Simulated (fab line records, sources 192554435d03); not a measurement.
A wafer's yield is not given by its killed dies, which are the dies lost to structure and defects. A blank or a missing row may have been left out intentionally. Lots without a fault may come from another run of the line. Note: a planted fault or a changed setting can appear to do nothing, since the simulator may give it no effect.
A lot that was struck, set against a sound lot -- flow n5_finfet -- 19 steps out of a route of 1938
Sound: the wafers L476.2, L476.4, L476.6. Wafers L489.1, L489.4, L489.5 were the ones struck. The cause comes at the end.
Each step with rows lists, per side, the tool, then ch with its chambers, then its first start. Under that, the readings that differ: sound wafers -- struck wafers -- difference of the means -- sigmas: that difference in standard deviations of wafers without a fault.
alike: readings whose means differ by less than 2 such deviations, and words and numbers that are the same on both sides. not compared: withheld readings, readings that some wafer has no value for, bounds like >300 that may hide the same value, and numbers for which the record gives no deviation and whose values overlap.
Wherever a step has rows on one side only, a row that says differs or no value, or a row with sigmas, the two part there. Numbers that have no deviation but don't overlap get no sigmas and don't part them. A reading missing from all wafers of one side parts the sides only when that side holds two or more wafers.

first, 1 step without rows for these wafers: N5_PASSIVATION_PECVD_00 (deposits SiO2 from SiH4/N2O, target thk 200 nm, time 11.2 s).
N5_MIM_BOT_DEGAS_01: time 60 s.
  sound: pvd_sputter-03 at day 11 17:25; struck: pvd_sputter-01 at day 15 22:28
  alike: heater_power_w
N5_MIM_BOT_SPUTTER_00: material TiN, target thk 35 nm, time 89.7 s.
  sound: pvd_sputter-03 at day 11 17:27; struck: pvd_sputter-01 at day 15 22:31
  alike: substrate_temp_c, throttle_valve_pct
N5_MIM_TOP_ALD_00: deposits Al2O3, purge time 3 s, co reactant pulse time 3 s.
  sound on ald_hk-03 ch 0,1,2, day 11 17:33; struck on ald_hk-02 ch 2,3, day 15 22:37
  alike: precursor_pulse_height_rel
then, 1 step without rows for these wafers: N5_MIM_TOP_ALD_01 (deposits HfO2, target thk 5.6 nm, pulse time 1 s, purge time 3 s).
N5_MIM_TOP_ALD_02: deposits Al2O3, purge time 3 s, co reactant pulse time 3 s.
  sound on ald_hk-03 ch 0,1,2; struck on ald_hk-02 ch 2,3
  alike: precursor_pulse_height_rel
then, 1 step without rows for these wafers: N5_MIM_TOP_DEGAS_04 (time 60 s).
N5_MIM_TOP_SPUTTER_03: material TiN, target thk 35 nm, time 89.7 s.
  sound: pvd_sputter-03 at day 11 18:38; struck: pvd_sputter-03 at day 16 00:04
  alike: substrate_temp_c, throttle_valve_pct
then, 4 steps without rows for these wafers: N5_MIM_TOP_LITHO_HMDS_01 (time 60 s); N5_MIM_TOP_LITHO_COAT_02; N5_MIM_TOP_LITHO_EBR_04; N5_MIM_TOP_LITHO_SOFTBAKE_03 (time 90 s).
N5_MIM_TOP_LITHO_EXPOSE_05: exposes mask MIM TOP, target cd 2000 nm.
  sound on krf_scanner-01 ch 0, day 11 19:01; struck on krf_scanner-01 ch 0, day 16 00:17
reading,sound,struck,difference,sigmas
exposure_dose_mJ_cm2,20.489 20.492 20.484,20.998 21.012 21.023,+0.523,+28
  alike: mask
then, 3 steps without rows for these wafers: N5_MIM_TOP_LITHO_PEB_06; N5_MIM_TOP_LITHO_DEVELOP_07 (develop time 60 s); N5_MIM_TOP_LITHO_HARDBAKE_09 (time 120 s).
N5_MIM_TOP_LITHO_CD_MEAS_08 targets a cd of 2000 nm.
  sound on cd_sem-02 ch 0, day 11 19:11; struck on cd_sem-02 ch 0, day 16 00:27
  alike: cd_nm
N5_MIM_TOP_LITHO_OVL_MEAS_11:
  sound on overlay-02 ch 0, day 11 19:13; struck on overlay-02 ch 0, day 16 00:29
  alike: MIM_TOP_OVL
N5_PASSIVATION_PROBE_49:
  sound: prober-01 at day 12 06:50; struck: prober-02 at day 16 12:15
  alike: defect_limited_yield, killed_at_M0_to_M3, killed_at_M4_up, killed_at_contacts, killed_at_front_end, killed_at_other, killed_dies, killed_open, killed_short, sort_bin_4_leakage, sort_bin_5_function, sort_bin_6_memory, sort_bin_8_speed, sort_n_pass, sort_yield_pct

WHERE THEY PART
Within this record, at N5_MIM_TOP_LITHO_EXPOSE_05 only. Later steps at which nothing parts them and some readings are alike: N5_MIM_TOP_LITHO_CD_MEAS_08, N5_MIM_TOP_LITHO_OVL_MEAS_11, N5_PASSIVATION_PROBE_49.

WHY: the cause the simulator had injected
Drift in process parameters on krf_scanner-01 at N5_MIM_TOP_LITHO_EXPOSE_05, starting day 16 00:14. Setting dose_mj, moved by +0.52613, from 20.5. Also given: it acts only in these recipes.
